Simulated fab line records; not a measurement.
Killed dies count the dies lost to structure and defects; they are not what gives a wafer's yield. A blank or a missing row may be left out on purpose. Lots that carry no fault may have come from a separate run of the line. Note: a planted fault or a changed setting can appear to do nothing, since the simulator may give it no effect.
Split-lot study | flow n5_finfet | 7 lots, 21 wafers read, on a route of 1938 steps

== THE SPLIT ITSELF ==
At N5_ZERO_LAYER_EXPOSE_08 (exposes mask ZERO, defocus 0 nm, target cd 2000 nm), the setting dose_mj was moved away from the recipe's 16.2 on 10 of the 21 wafers read, by -5.1% to +3.0%. All remaining wafers had this setting at the recipe value.

== FROM THE SPLIT TO THE READING: what the file shows between them, 3 steps ==
- N5_ZERO_LAYER_DEVELOP_10: develop time 60 s (also split here: develop_time_s)
- N5_ZERO_LAYER_HARDBAKE_23: time 120 s
- N5_ZERO_LAYER_DESCUM_16: chemistry O2, time 7.9 s

== THE READING ==
ZERO_LAYER.cd_nm (the simulator's own value, which no gauge read), in nm, at N5_ZERO_LAYER_ETCH_17 (etches SiO2 in CF4, target depth 12 nm, time 13.3 s). The file does not state a usual value for it. Here, 11 wafers ran the recipe; their average is 1998 nm with a standard deviation of 2 nm.

wafer  | tool, chamber at the split | dose_mj as run | against the recipe | ZERO_LAYER.cd_nm, nm | against lot-mates on the recipe
L074.3 | krf_scanner-01, 0          | 16.2           | recipe             | 1998                 | -
L074.5 | krf_scanner-01, 0          | 15.79          | -2.5%              | 1996                 | -2
L074.6 | krf_scanner-01, 0          | 15.79          | -2.5%              | 1992                 | -6
L076.1 | krf_scanner-01, 0          | 16.2           | recipe             | 1998                 | -
L076.4 | krf_scanner-01, 0          | 15.37          | -5.1%              | 1986                 | -12
L076.6 | krf_scanner-01, 0          | 15.37          | -5.1%              | 1988                 | -10
L079.1 | krf_scanner-02, 0          | 16.2           | recipe             | 1999                 | -
L079.2 | krf_scanner-02, 0          | 16.2           | recipe             | 2001                 | -
L079.6 | krf_scanner-02, 0          | 16.2           | recipe             | 1998                 | -
L082.4 | krf_scanner-01, 0          | 16.2           | recipe             | 1994                 | -
L082.5 | krf_scanner-01, 0          | 16.2           | recipe             | 2000                 | -
L082.6 | krf_scanner-01, 0          | 16.2           | recipe             | 1995                 | -
L085.4 | krf_scanner-01, 0          | 15.71          | -3.0%              | 1994                 | -6
L085.5 | krf_scanner-01, 0          | 15.71          | -3.0%              | 1994                 | -6
L085.6 | krf_scanner-01, 0          | 16.2           | recipe             | 2000                 | -
L087.1 | krf_scanner-01, 0          | 15.44          | -4.7%              | 1990                 | no lot-mate on the recipe
L087.2 | krf_scanner-01, 0          | 15.44          | -4.7%              | 1992                 | no lot-mate on the recipe
L087.4 | krf_scanner-01, 0          | 15.44          | -4.7%              | 1989                 | no lot-mate on the recipe
L090.2 | krf_scanner-01, 0          | 16.2           | recipe             | 1998                 | -
L090.5 | krf_scanner-01, 0          | 16.2           | recipe             | 1998                 | -
L090.6 | krf_scanner-01, 0          | 16.69          | +3.0%              | 2002                 | +4

THE FIT
A straight line over all 21 wafers: ZERO_LAYER.cd_nm changes by +1.75 nm for each +1% of dose_mj; r = +0.91; the points scatter about the line by 1.9 nm.
The same after taking each lot's own level away (the mean of its wafers on the recipe; 18 wafers): +1.93 nm for each +1%; r = +0.93; scatter 1.6 nm.
That fit puts the effect of the largest move of dose_mj on the reading at 9.9 nm.
Measured against the standard deviation above, the lots' own levels, which go from 1996.3 to 2000.0 nm, span 1.9 times it.
So the lot-to-lot level changes the slope little: the two slopes agree.
Check: for one of the wafers moved furthest among these (-5.1%), held out of the fit, the line's prediction against its lot-mates is -9.23 nm. Against them it came out at -12 nm.

== THESE WAFERS: OTHER SPLITS ==
Other splits were also applied to these wafers ahead of the reading. Each is held against what the fit with the lots' levels taken away leaves over:
other split on the same wafers          | wafers away from the commonest value | r with ZERO_LAYER.cd_nm (lot level and that fit taken away)
N5_ZERO_LAYER_DEVELOP_10 develop_time_s | 6                                    | +0.46

== THE FILE'S OWN FIT ==
ZERO_LAYER.cd_nm changes by +1.93 nm for each +1% of dose_mj, r = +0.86.
